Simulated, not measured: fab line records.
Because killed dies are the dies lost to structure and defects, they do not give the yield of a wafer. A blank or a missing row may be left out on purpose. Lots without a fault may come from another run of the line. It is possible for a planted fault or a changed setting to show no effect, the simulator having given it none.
One fault seen from 2 desks    flow n5-finfet    each desk holds nothing but its own numbers, with what lay behind them at the end

## FROM THE METROLOGY DESK
Means of the sampled wafers that have a number, per lot and without regard to the tool the lot ran on: this is what the gauges read. The brackets show how far a lot's mean lies from the usual mean; more than 4 standard deviations puts the lot out of limits, marked OUT. Shown here are 7 of its 10 readings, the ones lying furthest out on some lot.
Columns: A = DIBL_N at N5_BEOL_M4_RC_MEAS_101, usual 36.0 mV/V; B = IOFF_P at N5_BEOL_M4_RC_MEAS_101, usual 0.21 nA/um; C = ION_N at N5_BEOL_M4_RC_MEAS_101, usual 673 uA/um; D = SS_N at N5_BEOL_M4_RC_MEAS_101, usual 71.4 mV/dec; E = SS_P at N5_BEOL_M4_RC_MEAS_101, usual 73.2 mV/dec; F = VT_N at N5_BEOL_M4_RC_MEAS_101, usual 250 mV; G = VT_P at N5_BEOL_M4_RC_MEAS_101, usual -250.9 mV
lot   first seen here  A     B     C    D     E     F    G
L347  day 10 11:14     36.8  0.23  665  70.9  73.5  253  -249.5
L348  day 11 08:32     35.5  0.17  664  71.0  73.2  251  -254.9
L359  day 14 06:17     38.7  0.23  678  72.1  73.9  247  -249.1
L358  day 14 08:02     35.9  0.20  667  71.1  73.1  252  -251.9
This desk found nothing out of limits on any of the 4 lots.

## AT THE TOOL OWNER'S DESK: rie-si-06
The tool's own readings at N5_BEOL_M0_SAQP_MANDREL_ETCH_20 (etches a-Si in HBr/Cl2, stops on SiNx, target depth 60 nm, bt time 10 s, time 30 s): means of the sampled wafers that have a number, for each lot that ran on this tool. The brackets show how far a lot's mean lies from the usual mean; more than 4 standard deviations puts the lot out of limits, marked OUT.
Columns: A = drypump-motor-current-A at N5_BEOL_M0_SAQP_MANDREL_ETCH_20, usual 5.8 A; B = oes-product-au at N5_BEOL_M0_SAQP_MANDREL_ETCH_20, usual 0.777 a.u.; C = throttle-valve-pct at N5_BEOL_M0_SAQP_MANDREL_ETCH_20, usual 35.51 %
lot   first seen here  A    B                 C
L347  day 8 06:09      5.7  0.713 (-5.4) OUT  35.72
L348  day 8 11:23      6.2  0.695 (-6.9) OUT  35.91
L359  day 11 07:09     6.3  0.781             35.74
Finding of this desk: L347, L348 out of limits; the first was L347 at day 8 06:09, on oes-product-au at N5_BEOL_M0_SAQP_MANDREL_ETCH_20. Within limits: L359.

## BROUGHT TOGETHER
The tool owner's desk could have raised an alarm at day 8 06:09, on L347, L348.
The metrology desk saw nothing out of limits.
The metrology desk holds a record of L347, L348, inside its limits.
All the named lots went through N5_BEOL_M0_SAQP_MANDREL_ETCH_20 on rie-si-06.

## WHAT THE SIMULATOR HAD INSERTED
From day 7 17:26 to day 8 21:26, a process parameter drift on rie-si-06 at N5_BEOL_M0_SAQP_MANDREL_ETCH_20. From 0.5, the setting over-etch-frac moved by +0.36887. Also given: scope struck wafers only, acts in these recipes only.
Shown lots that were struck: L347, L348.
Hours from the fault's start to each desk's first reading out of limits: the tool owner's desk, 13.
